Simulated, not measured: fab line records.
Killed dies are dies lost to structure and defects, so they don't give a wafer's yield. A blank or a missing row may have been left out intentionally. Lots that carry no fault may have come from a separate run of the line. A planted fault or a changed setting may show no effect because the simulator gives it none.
fab line records | flow n5_finfet
record: lots: 4 | wafers: 11 | last_day: 18
route steps=1938 shown HKMG_FIN@433 GATE_CUT@465 BEOL_M4@1111 PASSIVATION@1936
lots that met no fault: from a run of the same line without faults
start_h: hours from the record's first day to the start of the lot's first wafer shown | wait_h: hours since the lot's step before | " same as the row above | L1.1+2: several wafers, shown together as one row | - value missing, or start not given | * or withheld: withheld | < > ~ a bound
route shown NAME@n: NAME is a module with steps in the file, n the number in the route of the first one | usual: the fault-free wafers' mean and standard deviation | same: alike in all rows | chamber/n: place in a boat | sites: the reading at each site | _std_site: the standard deviation of these | _edge_site: mean of outer sites minus mean of inner sites | radius_mm: for every site, how far away it sits from the centre of the wafer | mask NAME#n: copy n | behind: tool/chamber where the wafer was last shaped | hold: the reason the lot was held/the length of the hold in hours/how it ended | device: the n, p or np transistor that did not switch | end of line: tests run on the same wafers once the route is complete | a step without rows: its recipe alone | killed: the dies lost at the first sort to structure and to defects; this is not the yield of the wafer | map: per-die view of a wafer (x killed, . not killed, _ where there is no die)
set.NAME: the setting the step ran with; set.NAME@STEP: the setting that earlier step ran with | model.NAME: the simulator's own value behind a step, which no gauge read
a table for each step, a row for each wafer; lots at some steps of the route
services: when a tool's chamber went out of use (start_h, in hours from the record's first day, below 0 if earlier), for how many hours, and the reason
== steps ==
step: N5_HKMG_FIN_DESCUM_17
recipe: chemistry: O2 | time_s: 7.9 | source_power_w: 50 | bias_power_w: 20 | pressure_mtorr: 20 | rf_frequency_hz: 2.712e+07 | temp_c: 40 | resist: CAR-ArF | o2_flow_sccm: 225
step: N5_HKMG_FIN_ETCH_31
recipe: chemistry: CF4 | target: SiARC | target_depth_a: 455 | mask_material: CAR-ArF | time_s: 75.8 | ion_energy_ev: 80 | pressure_mtorr: 40 | source_w: 545 | bias_w: 36 | Ar_flow_sccm: 100 | cf4_flow_sccm: 100 | ends: cleared
step: N5_HKMG_FIN_ETCH_32
recipe: chemistry: N2/H2 | target: SOC | target_depth_a: 2400 | temp_c: 40 | time_s: 300 | ion_energy_ev: 200 | mask_material: SiARC | pressure_mtorr: 30 | source_w: 840 | bias_w: 150 | n2_flow_sccm: 200 | h2_flow_sccm: 200
step: N5_HKMG_FIN_STRIP_33
recipe: chemistry: N2/H2 | temp_c: 40 | n2_flow_sccm: 200 | h2_flow_sccm: 200 | rf_frequency_hz: 6e+07
step: N5_HKMG_FIN_STRIP_34
recipe: chemistry: CF4 | resist: SiARC | power_w: 300 | bias_power_w: 75 | pressure_mtorr: 50 | cf4_flow_sccm: 150 | rf_frequency_hz: 6e+07
step: N5_HKMG_FIN_ETCH_35
recipe: chemistry: N2/H2 | target: SOC | target_depth_a: 2158 | ion_energy_ev: 65 | bias_w: 5 | source_w: 3000 | time_s: 243.4 | pressure_mtorr: 30 | n2_flow_sccm: 200 | h2_flow_sccm: 200
step: N5_HKMG_FIN_STRIP_92
recipe: chemistry: N2/H2 | material: SOC | time_s: 20 | power_w: 500 | temp_c: 40 | pressure_mtorr: 50 | rf_frequency_hz: 6e+07 | bias_power_w: 8 | h2_frac: 0.5 | n2_flow_sccm: 300 | h2_flow_sccm: 300
step: N5_HKMG_FIN_WET_ETCH_18
recipe: chemistry: SC1 | target: TiN | mix: 1:1:5 | temp_c: * | time_s: 55 | target_depth_nm: 5.2 | dry: ipa_marangoni | rinse_time_s: 30 | rinse_temp_c: 23
step: N5_HKMG_FIN_STRIP_19
recipe: chemistry: N2/H2 | power_w: 2500 | temp_c: 300 | h2_frac: 0.65 | time_s: 360 | pressure_mtorr: withheld | n2_flow_sccm: 1750 | h2_flow_sccm: 3250
step: N5_HKMG_FIN_ALD_91
recipe: material: TiN | target_thk_a: 10 | temp_c: 400 | ald_precursor_family: TiCl4 | ald_co_reactant: NH3 | pulse_time_s: 1 | purge_time_s: 3 | co_reactant_purge_time_s: 2 | co_reactant_pulse_time_s: 2 | ald_cycles: 47 | pressure_torr: 3
usual: ald_cycles: 47/0 | heater_power_w: 887/100 | precursor_pulse_height_rel: 1.001/0.019
lot.wafer | tool         | chamber | start_h | wait_h | ald_cycles | heater_power_w | precursor_pulse_height_rel
L868.1    | ald_metal-03 | 0       | 127.91  | 0.3    | 47         | 875            | 0.991
L868.2    | "            | 3       | "       | "      | 44         | 739            | 0.998
L868.5    | "            | 1       | "       | "      | 47         | 1021           | 1.004
L870.1    | ald_metal-03 | 0       | 137.39  | 0.3    | 47         | 886            | 0.984
L870.3    | "            | 1       | "       | "      | 44         | 1000           | 0.979
L870.5    | "            | 0       | "       | "      | 47         | 897            | 1.021
L875.1    | ald_metal-02 | 0       | 169.36  | 0.6    | 47         | 872            | 1.010
L875.3    | "            | 2       | "       | "      | 47         | 795            | 1.015
L875.5    | "            | 3       | "       | "      | 47         | 871            | 1.019
L883.1    | ald_metal-03 | 2       | 216.27  | 0.3    | 47         | 965            | 0.985
L883.5    | "            | 3       | "       | "      | 47         | 749            | 0.979
step: N5_HKMG_FIN_COAT_85
recipe: resist: SOC | temp_c: 250 | time_s: 60 | spin_rpm: 1500 | resist_thk_nm: 300
step: N5_HKMG_FIN_ETCH_86
recipe: chemistry: N2/H2 | target: SOC | target_depth_a: 3932 | stop_on: TiN | ion_energy_ev: 100 | bias_w: 61 | pressure_mtorr: 30 | source_w: 850 | n2_flow_sccm: 200 | h2_flow_sccm: 200
step: N5_HKMG_FIN_STRIP_89
recipe: chemistry: N2/H2 | material: SOC | time_s: 20 | power_w: 500 | temp_c: 40 | pressure_mtorr: 50 | rf_frequency_hz: 6e+07 | bias_power_w: 8 | h2_frac: 0.5 | n2_flow_sccm: 300 | h2_flow_sccm: 300
step: N5_HKMG_FIN_WET_ETCH_87
recipe: chemistry: SC1 | target: TiN | mix: 1:2:40 | temp_c: 50 | time_s: 154.2 | target_depth_nm: 4.7 | dry: ipa_marangoni | rinse_time_s: 30 | rinse_temp_c: 23
step: N5_HKMG_FIN_STRIP_88
recipe: chemistry: N2/H2 | power_w: 2500 | temp_c: 300 | h2_frac: 0.65 | time_s: 360 | pressure_mtorr: withheld | n2_flow_sccm: 1750 | h2_flow_sccm: 3250
step: N5_HKMG_FIN_NWFM_ALD_20
recipe: material: TiAlC | target_thk_a: 20 | temp_c: 300 | ald_precursor_family: TiCl4 | ald_co_reactant: TEA | pulse_time_s: 3 | purge_time_s: 2 | co_reactant_purge_time_s: 2 | co_reactant_pulse_time_s: 10 | ald_cycles: 7 | pressure_torr: 3
step: N5_HKMG_FIN_ALD_71
recipe: material: TiN | target_thk_a: 10 | temp_c: 400 | ald_precursor_family: TiCl4 | ald_co_reactant: NH3 | pulse_time_s: 1 | purge_time_s: 3 | co_reactant_purge_time_s: 2 | co_reactant_pulse_time_s: 2 | ald_cycles: 47 | pressure_torr: 3
step: N5_HKMG_FIN_COAT_66
recipe: resist: SOC | temp_c: 250 | time_s: 60 | spin_rpm: 1500 | resist_thk_nm: 300
step: N5_HKMG_FIN_ETCH_67
recipe: chemistry: N2/H2 | target: SOC | target_depth_a: 3889 | stop_on: TiN | ion_energy_ev: 100 | bias_w: 61 | pressure_mtorr: 30 | source_w: 850 | n2_flow_sccm: 200 | h2_flow_sccm: 200
step: N5_HKMG_FIN_STRIP_90
recipe: chemistry: N2/H2 | material: SOC | time_s: 20 | power_w: 500 | temp_c: 40 | pressure_mtorr: 50 | rf_frequency_hz: 6e+07 | bias_power_w: 8 | h2_frac: 0.5 | n2_flow_sccm: 300 | h2_flow_sccm: 300
step: N5_HKMG_FIN_WET_ETCH_73
recipe: chemistry: SC1 | mix: 1:2:40 | temp_c: 50 | time_s: 42.3 | target_depth_nm: 1.3 | dry: ipa_marangoni | rinse_time_s: 30 | rinse_temp_c: 23
step: N5_HKMG_FIN_ETCHBACK_68
recipe: chemistry: Cl2/Ar | stop_on: HfO2 | target_depth_a: 5 | pressure_mtorr: 10 | icp_w: 600 | bias_w: 60 | Cl2_flow_sccm: 40 | Ar_flow_sccm: 60
step: N5_HKMG_FIN_STRIP_69
recipe: chemistry: N2/H2 | power_w: 2500 | temp_c: 300 | h2_frac: 0.65 | time_s: 360 | pressure_mtorr: withheld | n2_flow_sccm: 1750 | h2_flow_sccm: 3250
step: N5_HKMG_FIN_ALD_21
recipe: material: TiN | target_thk_a: 15 | temp_c: 400 | ald_precursor_family: TiCl4 | ald_co_reactant: NH3 | pulse_time_s: 1 | purge_time_s: 3 | co_reactant_purge_time_s: 2 | co_reactant_pulse_time_s: 2 | ald_cycles: 68 | pressure_torr: 3
step: N5_HKMG_FIN_ALD_72
recipe: material: W | target_thk_a: 20 | temp_c: 300 | pressure_torr: 7.5 | ald_precursor_family: WF6 | ald_co_reactant: B2H6 | pulse_time_s: 1 | purge_time_s: 2 | co_reactant_purge_time_s: 2 | co_reactant_pulse_time_s: 3 | ald_cycles: 7
step: N5_HKMG_FIN_W_FILL_22
recipe: material: W | target_thk_a: 600 | temp_c: 400 | pressure_torr: 39.4 | time_s: 18.2
step: N5_HKMG_FIN_PRECLEAN_83
recipe: chemistry: DIW | time_s: 57.5 | temp_c: 23
step: N5_HKMG_FIN_SRD_84
recipe: dry_time_s: 32 | dry: n2_spin | spin_rpm: 1500
step: N5_HKMG_FIN_CMP_23
recipe: stop_on: SiNx | t_overpolish_s: 10 | post_cmp_clean: rinse_only | down_force_psi: 4 | platen_rpm: 50.289 | pad_velocity_m_s: 1.0006 | target_thk_nm: 46.326
step: N5_HKMG_FIN_CMP_94
recipe: stop_on: SiNx | post_cmp_clean: w_dilute_nh4oh | t_overpolish_s: 4.7 | down_force_psi: 4 | platen_rpm: 50.289 | pad_velocity_m_s: 1.0006 | target_thk_nm: 43.299
step: N5_GATE_CUT_ETCHBACK_00
recipe: chemistry: SF6/Cl2 | target: W | pressure_mtorr: 8 | icp_w: 900 | bias_w: 80 | SF6_flow_sccm: 40 | Cl2_flow_sccm: 60
step: N5_GATE_CUT_ETCH_56
recipe: chemistry: Cl2/Ar | target: TiN | target_depth_a: 216 | pressure_mtorr: 10 | icp_w: 600 | bias_w: 60 | Cl2_flow_sccm: 40 | Ar_flow_sccm: 60
step: N5_GATE_CUT_ETCHBACK_30
recipe: chemistry: Cl2/Ar | target: TiN | target_depth_a: 30 | mode: isotropic | pressure_mtorr: 10 | icp_w: 600 | bias_w: 60 | Cl2_flow_sccm: 40 | Ar_flow_sccm: 60
step: N5_GATE_CUT_VAPOR_ETCH_60
recipe: chemistry: BCl3/Cl2 | target: HfO2 | mode: isotropic
step: N5_GATE_CUT_ETCH_58
recipe: chemistry: CH3F/O2 | target: SiNx | target_depth_a: 170 | time_s: 128.6 | ion_energy_ev: 50 | pressure_mtorr: 30 | source_w: 415 | bias_w: 21 | Ar_flow_sccm: 150 | CH3F_flow_sccm: 30 | O2_flow_sccm: 20
step: N5_GATE_CUT_STRIP_59
recipe: chemistry: N2/H2 | time_s: 20 | power_w: 100 | temp_c: 40 | pressure_mtorr: 100 | rf_frequency_hz: 6e+07 | bias_power_w: 3 | n2_flow_sccm: 300 | h2_flow_sccm: 300
step: N5_GATE_CUT_PRECLEAN_31
recipe: temp_c: 23 | chemistry: DIW | time_s: 300
step: N5_BEOL_M4_RC_MEAS_101
usual: DIBL_N: 36.1/2 | DIBL_P: 36.3/2.5 | IOFF_N: 0.16/0.037 | IOFF_N_LONG: 5.6e-05/2.8e-06 | IOFF_P: 0.21/0.039 | ION_N: 678/15 | ION_P: 465/8.7 | SS_N: 71.4/0.7 | SS_P: 73.3/0.74 | VT_N: 249/3.6 | VT_N_LONG: 274.5/2.1 | VT_P: -250.0/2.9
lot.wafer | tool      | chamber | start_h | wait_h | DIBL_N[mV/V] | DIBL_P[mV/V] | IOFF_N[nA/um] | IOFF_N_LONG[nA/um] | IOFF_P[nA/um] | ION_N[uA/um] | ION_P[uA/um] | SS_N[mV/dec] | SS_P[mV/dec] | VT_N[mV] | VT_N_LONG[mV] | VT_P[mV]
L868.1    | prober-02 | 0       | 232.92  | 0.0    | 34.1         | 35.9         | 0.13          | 5.38e-05           | 0.16          | 673          | 463          | 70.8         | 72.2         | 253      | 276.5         | -254.6
L868.2    | "         | 0       | "       | "      | 34.2         | 36.3         | 0.17          | 6.53e-05           | 0.15          | 694          | 455          | 70.8         | 72.2         | 245      | 269.2         | -257.7
L868.5    | "         | 0       | "       | "      | 37.2         | 39.5         | 0.19          | 5.23e-05           | 0.22          | 695          | 469          | 71.4         | 73.8         | 247      | 275.9         | -253.5
L870.1    | prober-02 | 0       | 238.76  | 0.0    | 38.3         | 37.1         | 0.21          | 5.53e-05           | 0.25          | 692          | 466          | 72.3         | 74.3         | 245      | 276.0         | -248.0
L870.3    | "         | 0       | "       | "      | 36.3         | 35.6         | 0.21          | 6.67e-05           | 0.19          | 710          | 468          | 72.3         | 73.4         | 242      | 267.4         | -253.4
L870.5    | "         | 0       | "       | "      | 38.0         | 38.4         | 0.20          | 5.56e-05           | 0.27          | 717          | 484          | 72.4         | 74.0         | 246      | 272.5         | -247.1
L875.1    | prober-02 | 0       | 284.88  | 0.5    | 37.0         | 37.8         | 0.20          | 5.34e-05           | 0.24          | 703          | 472          | 70.9         | 73.6         | 247      | 276.1         | -248.4
L875.3    | "         | 0       | "       | "      | 35.1         | 32.8         | 0.14          | 5.43e-05           | 0.16          | 672          | 454          | 71.0         | 72.8         | 254      | 276.0         | -252.4
L875.5    | "         | 0       | "       | "      | 38.4         | 38.8         | 0.22          | 5.4e-05            | 0.26          | 708          | 477          | 72.1         | 73.6         | 246      | 276.2         | -246.3
L883.1    | prober-02 | 0       | 313.10  | 0.0    | 34.4         | 35.3         | 0.13          | 5.33e-05           | 0.20          | 663          | 456          | 70.3         | 73.5         | 250      | 276.4         | -248.7
L883.5    | "         | 0       | "       | "      | 32.6         | 32.2         | 0.11          | 5.47e-05           | 0.16          | 674          | 474          | 70.5         | 72.4         | 252      | 273.1         | -252.8
step: N5_PASSIVATION_PROBE_49
usual: defect_limited_yield: 91.1/1.3 | killed_at_M0_to_M3: 32/9.7 | killed_at_M4_up: 16/6 | killed_at_contacts: 12/5.9 | killed_at_front_end: 41/11 | killed_at_other: 4/3.1 | killed_dies: 104/16 | killed_open: 68/12 | killed_short: 34/7.4 | sort_bin_5_function: 5.1/0.85 | sort_bin_6_memory: 3.3/0.66 | sort_n_pass: 1075/16 | sort_yield_pct: 91.1/1.4
same: gross_dies: 1180 | killed_at_back_side: 0 | sort_bin_4_leakage[%]: 0 | sort_bin_8_speed[%]: 0
lot.wafer | tool      | chamber | start_h | wait_h | defect_limited_yield[%] | killed_at_M0_to_M3 | killed_at_M4_up | killed_at_contacts | killed_at_front_end | killed_at_other | killed_dies | killed_open | killed_short | sort_bin_5_function[%] | sort_bin_6_memory[%] | sort_n_pass | sort_yield_pct[%]
L868.1    | prober-01 | -       | 332.20  | 0.0    | 92.9                    | 17                 | 10              | 21                 | 32                  | 4               | 84          | 46          | 37           | 4.0                    | 2.7                  | 1096        | 92.9
L868.2    | prober-01 | -       | 332.25  | 0.1    | 89.9                    | 32                 | 12              | 17                 | 56                  | 2               | 119         | 51          | 40           | 4.5                    | 3.1                  | 1061        | 89.9
L868.5    | prober-01 | -       | 332.40  | 0.2    | 89.2                    | 27                 | 19              | 21                 | 58                  | 3               | 128         | 79          | 47           | 6.1                    | 4.2                  | 1052        | 89.2
L870.1    | prober-02 | -       | 346.92  | 0.0    | 91.1                    | 28                 | 14              | 13                 | 42                  | 8               | 105         | 67          | 34           | 5.7                    | 2.9                  | 1075        | 91.1
L870.3    | prober-02 | -       | 347.02  | 0.1    | 93.5                    | 23                 | 13              | 9                  | 27                  | 5               | 77          | 47          | 26           | 3.6                    | 2.8                  | 1103        | 93.5
L870.5    | prober-02 | -       | 347.12  | 0.2    | 91.5                    | 29                 | 10              | 16                 | 42                  | 3               | 100         | 67          | 25           | 4.1                    | 3.6                  | 1080        | 91.5
L875.1    | prober-02 | -       | 398.95  | 0.0    | 89.7                    | 44                 | 12              | 16                 | 47                  | 2               | 121         | 83          | 38           | 6.0                    | 4.0                  | 1059        | 89.7
L875.3    | prober-02 | -       | 399.05  | 0.1    | 90.9                    | 40                 | 16              | 5                  | 41                  | 5               | 107         | 66          | 40           | 5.3                    | 3.2                  | 1073        | 90.9
L875.5    | prober-02 | -       | 399.15  | 0.2    | 89.9                    | 50                 | 13              | 6                  | 46                  | 4               | 119         | 86          | 33           | 5.9                    | 3.6                  | 1061        | 89.9
L883.1    | prober-02 | -       | 442.73  | 0.6    | 90.4                    | 28                 | 9               | 21                 | 54                  | 1               | 113         | 66          | 46           | 5.3                    | 3.7                  | 1067        | 90.4
L883.5    | prober-02 | -       | 442.93  | 0.8    | 90.5                    | 30                 | 11              | 17                 | 52                  | 2               | 112         | 80          | 32           | 5.8                    | 3.2                  | 1068        | 90.5
killed by level:class
L868.1 MOL_CONTACT_COAG:geometric_particle:open=16 FIN_SAQP:geometric_particle:short=10 FIN_SAQP:geometric_particle:open=7 BEOL_M0_SAQP:geometric_particle:short=6 MOL_CONTACT_COAG:geometric_particle:short=5 ILD0:geometric_particle:open=3 BEOL_M1:geometric_particle:short=3 PASS1_CAP:geometric_particle:short=3
L868.2 HKMG_FIN:area_ald=23 FIN_SAQP:geometric_particle:short=15 MOL_CONTACT_COAG:geometric_particle:open=13 BEOL_M0_SAQP:geometric_particle:open=7 BEOL_M5:geometric_particle:open=6 BEOL_M1:geometric_particle:open=6 BEOL_M0_SAQP:geometric_particle:short=5 MOL_CONTACT_COAG:geometric_particle:short=4
L868.5 FIN_SAQP:geometric_particle:short=17 FIN_SAQP:geometric_particle:open=16 MOL_CONTACT_COAG:geometric_particle:open=16 BEOL_M3:geometric_particle:open=11 BEOL_M5:geometric_particle:open=7 DUMMY_GATE:geometric_particle:open=5 GATE_CUT:geometric_particle:short=5 MOL_CONTACT_COAG:geometric_particle:short=5
L870.1 MOL_CONTACT_COAG:geometric_particle:open=11 FIN_SAQP:geometric_particle:short=10 STI_FIN_REVEAL:geometric_particle:open=6 DUMMY_GATE:geometric_particle:open=6 BEOL_M0_SAQP:geometric_particle:short=6 BEOL_M1:geometric_particle:open=6 BEOL_M2:geometric_particle:open=6 BEOL_M4:geometric_particle:open=6
L870.3 BEOL_M1:geometric_particle:open=7 FIN_SAQP:geometric_particle:open=6 MOL_CONTACT_COAG:geometric_particle:open=6 BEOL_M0_SAQP:geometric_particle:open=4 BEOL_M2:geometric_particle:open=4 BEOL_M3:geometric_particle:open=3 STI_FIN_REVEAL:geometric_particle:open=3 STI_FIN_REVEAL:geometric_particle:short=3
L870.5 MOL_CONTACT_COAG:geometric_particle:open=14 BEOL_M2:geometric_particle:open=8 FIN_SAQP:geometric_particle:open=7 STI_FIN_REVEAL:geometric_particle:open=6 BEOL_M1:geometric_particle:open=6 HKMG_FIN:area_etch=6 SPACER0:geometric_particle:open=5 GATE_CUT:geometric_particle:short=5
L875.1 FIN_SAQP:geometric_particle:open=19 MOL_CONTACT_COAG:geometric_particle:open=12 BEOL_M0_SAQP:geometric_particle:open=12 BEOL_M2:geometric_particle:open=11 BEOL_M0_SAQP:geometric_particle:short=10 FIN_SAQP:geometric_particle:short=9 BEOL_M4:geometric_particle:open=8 DUMMY_GATE:geometric_particle:open=5
L875.3 FIN_SAQP:geometric_particle:short=13 FIN_SAQP:geometric_particle:open=12 BEOL_M2:geometric_particle:open=11 BEOL_M0_SAQP:geometric_particle:open=8 BEOL_M0_SAQP:geometric_particle:short=8 STARTING-WAFER:geometric_particle:short=5 GATE_CUT:geometric_particle:short=4 MOL_CONTACT_COAG:geometric_particle:open=4
L875.5 BEOL_M2:geometric_particle:open=15 FIN_SAQP:geometric_particle:open=13 BEOL_M0_SAQP:geometric_particle:open=12 BEOL_M0_SAQP:geometric_particle:short=8 BEOL_M3:geometric_particle:open=8 FIN_SAQP:geometric_particle:short=7 DUMMY_GATE:geometric_particle:open=7 BEOL_M4:geometric_particle:open=7
L883.1 FIN_SAQP:geometric_particle:open=22 MOL_CONTACT_COAG:geometric_particle:open=15 FIN_SAQP:geometric_particle:short=14 BEOL_M0_SAQP:geometric_particle:short=8 BEOL_M1:geometric_particle:short=8 MOL_CONTACT_COAG:geometric_particle:short=6 STI_FIN_REVEAL:geometric_particle:open=5 BEOL_M1:geometric_particle:open=5
L883.5 FIN_SAQP:geometric_particle:open=18 MOL_CONTACT_COAG:geometric_particle:open=15 BEOL_M0_SAQP:geometric_particle:open=9 BEOL_M0_SAQP:geometric_particle:short=9 STI_FIN_REVEAL:geometric_particle:open=7 DUMMY_GATE:geometric_particle:open=6 FIN_SAQP:geometric_particle:short=5 STARTING-WAFER:geometric_particle:open=5
== services ==
tool         | chamber | start_h | hours | kind
ald_metal-03 | -       | 129.05  | 2.8   | pm
ald_metal-02 | 1       | 151.25  | 1.7   | repair
ald_metal-02 | -       | 151.83  | 8.7   | pm
ald_metal-02 | -       | 178.46  | 6.0   | pm
== key ==
first_sign: step: N5_HKMG_FIN_ALD_91 | reading: ald_cycles | direction: down | sigmas: 99+ | usual: * | struck: *
effect: step: N5_BEOL_M4_RC_MEAS_101 | reading: IOFF_N_LONG | direction: up | sigmas: 3.6 | usual: 5.6e-05 | struck: 6.6e-05
effect: step: N5_BEOL_M4_RC_MEAS_101 | reading: VT_N_LONG | direction: down | sigmas: 3 | usual: 274.5 | struck: 268.3
met_at N5_HKMG_FIN_ALD_91
struck_wafers L868.2,L870.3
fault: kind: process_parameter_drift | tool: ald_metal-03 | chamber: - | onset_h: 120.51 | steps: N5_HKMG_FIN_ALD_91 | channel: ald_cycles | offset: * | shape: step | end_h: 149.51 | scope: struck_wafers_only | acts_in: * | stated: *
